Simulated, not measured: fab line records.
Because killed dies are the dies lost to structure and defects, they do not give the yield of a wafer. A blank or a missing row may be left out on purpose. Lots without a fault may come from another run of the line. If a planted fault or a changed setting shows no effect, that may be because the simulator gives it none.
Shared-tool check / flow nand-harc / 12 lots and 36 wafers in the sample

## REASON IT WAS OPENED
On 3 of the 12 lots, a flag is raised at NHARC_A_M1_CD_MEAS_09 on the reading cd-nm. No-fault wafers: 120.2 nm, standard deviation 0.47.
Rule: flag the lot when none of its wafers has a number, or when each of its wafers that has one lies beyond 4 standard deviations from that mean. The rest of the lots are taken to be sound.

lot=L858; measured=day 23 18:44; on=cd-sem-02; cd-nm (nm), wafer by wafer=120.0 120.0 119.8; flag=
lot=L859; measured=day 25 06:08; on=cd-sem-03; cd-nm (nm), wafer by wafer=119.8 119.9 120.3; flag=
lot=L862; measured=day 25 09:11; on=cd-sem-01; cd-nm (nm), wafer by wafer=120.0 120.1 119.6; flag=
lot=L861; measured=day 25 15:22; on=cd-sem-01; cd-nm (nm), wafer by wafer=119.9 120.8 120.5; flag=
lot=L864; measured=day 26 10:38; on=cd-sem-01; cd-nm (nm), wafer by wafer=120.2 119.9 120.3; flag=
lot=L867; measured=day 27 02:14; on=cd-sem-03; cd-nm (nm), wafer by wafer=121.2 120.1 120.1; flag=
lot=L866; measured=day 27 08:50; on=cd-sem-01; cd-nm (nm), wafer by wafer=120.3 119.4 120.0; flag=
lot=L868; measured=day 27 21:44; on=cd-sem-03; cd-nm (nm), wafer by wafer=120.4 119.7 120.1; flag=
lot=L875; measured=day 31 04:49; on=cd-sem-02; cd-nm (nm), wafer by wafer=133.3 133.0 133.0; flag=FLAGGED
lot=L877; measured=day 31 14:50; on=cd-sem-02; cd-nm (nm), wafer by wafer=131.5 131.4 131.3; flag=FLAGGED
lot=L876; measured=day 31 19:22; on=cd-sem-01; cd-nm (nm), wafer by wafer=129.8 129.1 129.9; flag=FLAGGED
lot=L878; measured=day 31 22:19; on=cd-sem-02; cd-nm (nm), wafer by wafer=120.1 120.6 120.4; flag=
Average over the flagged lots: 131.4 nm; offset from the usual +11.2 nm, equal to +24 standard deviations.

## EACH LOT AND THE TOOL IT RAN ON
3 process steps preceding the reading are held in the record, out of 1302 steps in the route. Each cell gives the tool, then ch followed by the chambers the sampled wafers passed through, then the start.
lot=L858; flag=; NHARC_A_M0_ANNEAL_30=rtp-anneal-01 ch 0, day 23 16:44; NHARC_A_M0_PRE_CLEAN_31=pecvd-04 ch 0,1, day 23 17:32; NHARC_A_M1_EXPOSE_06=arfi-scanner-01 ch 0, day 23 18:35
lot=L859; flag=; NHARC_A_M0_ANNEAL_30=rtp-anneal-01 ch 0, day 25 03:58; NHARC_A_M0_PRE_CLEAN_31=pecvd-01 ch 0,1,2, day 25 04:49; NHARC_A_M1_EXPOSE_06=arfi-scanner-02 ch 0, day 25 06:00
lot=L862; flag=; NHARC_A_M0_ANNEAL_30=rtp-anneal-02 ch 0, day 25 06:58; NHARC_A_M0_PRE_CLEAN_31=pecvd-04 ch 0,1, day 25 07:52; NHARC_A_M1_EXPOSE_06=arfi-scanner-03 ch 0, day 25 09:02
lot=L861; flag=; NHARC_A_M0_ANNEAL_30=rtp-anneal-01 ch 0, day 25 13:16; NHARC_A_M0_PRE_CLEAN_31=pecvd-04 ch 0,2, day 25 14:02; NHARC_A_M1_EXPOSE_06=arfi-scanner-02 ch 0, day 25 15:13
lot=L864; flag=; NHARC_A_M0_ANNEAL_30=rtp-anneal-01 ch 0, day 26 08:32; NHARC_A_M0_PRE_CLEAN_31=pecvd-04 ch 1,2, day 26 09:19; NHARC_A_M1_EXPOSE_06=arfi-scanner-01 ch 0, day 26 10:30
lot=L867; flag=; NHARC_A_M0_ANNEAL_30=rtp-anneal-01 ch 0, day 27 00:02; NHARC_A_M0_PRE_CLEAN_31=pecvd-03 ch 0,1, day 27 00:55; NHARC_A_M1_EXPOSE_06=arfi-scanner-03 ch 0, day 27 02:06
lot=L866; flag=; NHARC_A_M0_ANNEAL_30=rtp-anneal-01 ch 0, day 27 06:17; NHARC_A_M0_PRE_CLEAN_31=pecvd-03 ch 1,2, day 27 07:09; NHARC_A_M1_EXPOSE_06=arfi-scanner-01 ch 0, day 27 08:42
lot=L868; flag=; NHARC_A_M0_ANNEAL_30=rtp-anneal-01 ch 0, day 27 19:39; NHARC_A_M0_PRE_CLEAN_31=pecvd-01 ch 0,1, day 27 20:32; NHARC_A_M1_EXPOSE_06=arfi-scanner-01 ch 0, day 27 21:35
lot=L875; flag=FLAGGED; NHARC_A_M0_ANNEAL_30=rtp-anneal-02 ch 0, day 31 02:36; NHARC_A_M0_PRE_CLEAN_31=pecvd-04 ch 1,2, day 31 03:31; NHARC_A_M1_EXPOSE_06=arfi-scanner-03 ch 0, day 31 04:40
lot=L877; flag=FLAGGED; NHARC_A_M0_ANNEAL_30=rtp-anneal-02 ch 0, day 31 12:37; NHARC_A_M0_PRE_CLEAN_31=pecvd-04 ch 0,1,2, day 31 13:31; NHARC_A_M1_EXPOSE_06=arfi-scanner-03 ch 0, day 31 14:42
lot=L876; flag=FLAGGED; NHARC_A_M0_ANNEAL_30=rtp-anneal-02 ch 0, day 31 17:16; NHARC_A_M0_PRE_CLEAN_31=pecvd-03 ch 1,2, day 31 18:11; NHARC_A_M1_EXPOSE_06=arfi-scanner-03 ch 0, day 31 19:13
lot=L878; flag=; NHARC_A_M0_ANNEAL_30=rtp-anneal-02 ch 0, day 31 20:12; NHARC_A_M0_PRE_CLEAN_31=pecvd-04 ch 0,1, day 31 20:59; NHARC_A_M1_EXPOSE_06=arfi-scanner-01 ch 0, day 31 22:11
These steps, and what they do:
- NHARC_A_M0_ANNEAL_30: time 90 s.
- NHARC_A_M0_PRE_CLEAN_31: time 12 s.
- NHARC_A_M1_EXPOSE_06: exposes mask A M1, target cd 120 nm.
- NHARC_A_M1_CD_MEAS_09: target cd 120 nm.

## FLAGGED OVER TOTAL, TOOL BY TOOL (the gauges that took the reading come last)
step=NHARC_A_M0_ANNEAL_30; tool=rtp-anneal-01; lots run=7; flagged=0; share of the flagged lots=none; sound lots run after its first flagged lot=-
step=NHARC_A_M0_ANNEAL_30; tool=rtp-anneal-02; lots run=5; flagged=3; share of the flagged lots=all; sound lots run after its first flagged lot=1 (L878)
step=NHARC_A_M0_PRE_CLEAN_31; tool=pecvd-01; lots run=2; flagged=0; share of the flagged lots=none; sound lots run after its first flagged lot=-
step=NHARC_A_M0_PRE_CLEAN_31; tool=pecvd-03; lots run=3; flagged=1; share of the flagged lots=some; sound lots run after its first flagged lot=0
step=NHARC_A_M0_PRE_CLEAN_31; tool=pecvd-04; lots run=7; flagged=2; share of the flagged lots=some; sound lots run after its first flagged lot=1 (L878)
step=NHARC_A_M1_EXPOSE_06; tool=arfi-scanner-01; lots run=5; flagged=0; share of the flagged lots=none; sound lots run after its first flagged lot=-
step=NHARC_A_M1_EXPOSE_06; tool=arfi-scanner-02; lots run=2; flagged=0; share of the flagged lots=none; sound lots run after its first flagged lot=-
step=NHARC_A_M1_EXPOSE_06; tool=arfi-scanner-03; lots run=5; flagged=3; share of the flagged lots=all; sound lots run after its first flagged lot=0
step=NHARC_A_M1_CD_MEAS_09; tool=cd-sem-01; lots run=5; flagged=1; share of the flagged lots=some; sound lots run after its first flagged lot=0
step=NHARC_A_M1_CD_MEAS_09; tool=cd-sem-02; lots run=4; flagged=2; share of the flagged lots=some; sound lots run after its first flagged lot=1 (L878)
step=NHARC_A_M1_CD_MEAS_09; tool=cd-sem-03; lots run=3; flagged=0; share of the flagged lots=none; sound lots run after its first flagged lot=-

## WHAT THE TABLE PERMITS
rtp-anneal-02 at NHARC_A_M0_ANNEAL_30 and arfi-scanner-03 at NHARC_A_M1_EXPOSE_06 are the 2 rows of the table that ran each flagged lot.
- rtp-anneal-02 at NHARC_A_M0_ANNEAL_30 ran 5 lots, 3 of them flagged. Sound lots ran on it after the first flagged one (L878), which a lasting fault on the whole tool wouldn't allow.
- arfi-scanner-03 at NHARC_A_M1_EXPOSE_06 ran 5 lots, 3 of them flagged. Last sound lot L867 at day 27 02:06, first flagged lot L875 at day 31 04:40; a fault beginning in between fits. Its own readings lie more than 4 standard deviations out on every wafer of the flagged lots: exposure-dose-mJ-cm2.
Left over: one tool, arfi-scanner-03 at NHARC_A_M1_EXPOSE_06.

## WHAT THE SIMULATOR PUT IN
Drift in process parameters on arfi-scanner-03 at NHARC_A_M1_EXPOSE_06, starting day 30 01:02. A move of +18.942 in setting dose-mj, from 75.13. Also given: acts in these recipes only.
Lots struck among those shown: L875, L877, L876. The rule given above showed the same thing.
